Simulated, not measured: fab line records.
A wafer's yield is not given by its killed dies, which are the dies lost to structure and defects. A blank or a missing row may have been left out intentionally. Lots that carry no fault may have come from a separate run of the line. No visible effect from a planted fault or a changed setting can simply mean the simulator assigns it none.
Split-lot trial -- flow n5 finfet -- 21 wafers read from 7 lots, route of 1938 steps

== SPLIT DETAILS ==
At N5_GATE_CUT_HM_DEP_46 (deposits SiO2 from TEOS/O2, target thk 130 nm, time 26.6 s), the setting time s was moved away from the recipe's 26.6 s on 7 of the 21 wafers read, by -12.4% to +10.9%. The other wafers ran this setting at the recipe's value.

== FROM THE SPLIT TO THE READING: what the file shows between them, 12 steps ==
- N5_GATE_CUT_EXPOSE_10: exposes mask GATE CUT, target cd 20 nm (also split here: dose mj)
- N5_GATE_CUT_PEB_11: peb time 60 s
- N5_GATE_CUT_DEVELOP_12: develop time 30 s
- N5_GATE_CUT_CD_MEAS_13: target cd 20 nm
- N5_GATE_CUT_DESCUM_18: chemistry O2, time 7 s
- N5_GATE_CUT_ETCH_28: etches underlayer in N2/H2, target depth 13 nm, time 10.4 s
- N5_GATE_CUT_ETCH_36: etches SiARC in CF4, target depth 13 nm, time 21.7 s
- N5_GATE_CUT_ETCH_37: etches SOC in N2/H2, target depth 60 nm, overetch 12 nm, time 90 s
- N5_GATE_CUT_STRIP_38: strips in N2/H2
- N5_GATE_CUT_STRIP_39: strips in N2/H2
- N5_GATE_CUT_HM_OPEN_40: chemistry C4F6/O2, target SiO2, target depth 139 nm, time 85.1 s
- N5_GATE_CUT_CMP_23: polishes, stops on SiO2, t overpolish 23.4 s, target thk 16 nm (also split here: down force psi)

== THE READING ==
At N5_GATE_CUT_THK_MEAS_24: GC_FILL_THK, given in nm. A value of 219.5 nm with a standard deviation of 1.9 nm is what fault-free wafers of this fab line usually give.

wafer,"tool, chamber at the split","time s as run, s",against the recipe,"GC_FILL_THK, nm",against lot-mates on the recipe
L074.1,"pecvd-02, 1",25.19,-5.3%,214.4,-7.2
L074.2,"pecvd-02, 2",26.6,recipe,219.7,-
L074.4,"pecvd-02, 2",26.6,recipe,223.4,-
L075.3,"pecvd-02, 2",26.6,recipe,219.3,-
L075.4,"pecvd-02, 0",26.6,recipe,222.1,-
L075.5,"pecvd-02, 2",26.6,recipe,223.4,-
L076.1,"pecvd-04, 0",26.6,recipe,216.0,-
L076.4,"pecvd-04, 0",24.23,-8.9%,209.3,-6.7
L076.5,"pecvd-04, 1",24.23,-8.9%,208.4,-7.6
L077.1,"pecvd-01, 2",26.6,recipe,215.8,-
L077.3,"pecvd-01, 0",26.6,recipe,217.6,-
L077.6,"pecvd-01, 0",26.6,recipe,220.2,-
L080.4,"pecvd-02, 2",26.6,recipe,222.2,-
L080.5,"pecvd-02, 0",23.53,-11.5%,207.6,-14.5
L080.6,"pecvd-02, 1",26.6,recipe,221.9,-
L083.1,"pecvd-04, 0",23.3,-12.4%,203.5,-12.6
L083.2,"pecvd-04, 1",26.6,recipe,216.1,-
L083.6,"pecvd-04, 0",23.3,-12.4%,203.3,-12.8
L090.4,"pecvd-04, 1",26.6,recipe,217.4,-
L090.5,"pecvd-04, 1",26.6,recipe,218.5,-
L090.6,"pecvd-04, 2",29.51,+10.9%,230.0,+12.1

THE FIT
A straight line over all 21 wafers: GC_FILL_THK changes by +1.15 nm for each +1% of time s; r = +0.94; the points scatter about the line by 2.4 nm.
The same after taking each lot's own level away (the mean of its wafers on the recipe; 21 wafers): +1.05 nm for each +1%; r = +0.97; scatter 1.5 nm.
According to that fit, moving time s by its largest amount changes the reading by 13 nm.
Across the lots, their own levels run from 216.00 to 222.05 nm, a range of 3.2 times the standard deviation given above.
The two slopes agree, so the slope changes little with the lot-to-lot level.
Check: with one of the wafers moved furthest among these (-12.4%) left out of the fit, the line predicts -13 nm for it against its lot-mates. Against them it came out at -12.6 nm.

== THESE WAFERS: OTHER SPLITS ==
These wafers also went through other splits before the reading. Each is held against what the fit with the lots' levels taken away leaves over:
other split on the same wafers,wafers away from the commonest value,r with GC_FILL_THK (lot level and that fit taken away)
N5_HKMG_FIN_COAT_42 spin rpm,5,+0.08
N5_GATE_CUT_EXPOSE_10 dose mj,8,-0.26
N5_GATE_CUT_CMP_23 down force psi,7,-0.26

== THE WHOLE CHAIN: every reading that the file lists as answering this split, in the file's order ==
step,what it does,reading,change (the file's fit),r (the file's)
N5_GATE_CUT_HM_DEP_46,"deposits SiO2 from TEOS/O2, target thk 130 nm, time 26.6 s","SiO2_of_GATE_CUT_HM_DEP_46.thk nm (the simulator's own value, which no gauge read)",+1.2 nm for each +1% of the setting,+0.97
N5_GATE_CUT_HM_OPEN_40,"chemistry C4F6/O2, target SiO2, target depth 139 nm, time 85.1 s",etch rf on time s,withheld for each +1% of the setting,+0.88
N5_GATE_CUT_HM_OPEN_40,"chemistry C4F6/O2, target SiO2, target depth 139 nm, time 85.1 s","etch.depth nm (the simulator's own value, which no gauge read)",+1.19 nm for each +1% of the setting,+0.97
N5_GATE_CUT_HM_OPEN_40,"chemistry C4F6/O2, target SiO2, target depth 139 nm, time 85.1 s","SOC_of_GATE_CUT_COAT_34.thk nm (the simulator's own value, which no gauge read)",-0.251 nm for each +1% of the setting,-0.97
N5_GATE_CUT_THK_MEAS_24,,GC_FILL_THK,+1.09 for each +1% of the setting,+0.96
N5_GATE_CUT_CMP_43,polishes SiO2,"SiO2_of_GATE_CUT_HM_DEP_46.thk nm (the simulator's own value, which no gauge read)",+0.0529 nm for each +1% of the setting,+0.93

== FILE'S OWN FIT ==
GC_FILL_THK changes by +1.09 nm for each +1% of time s, r = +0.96.
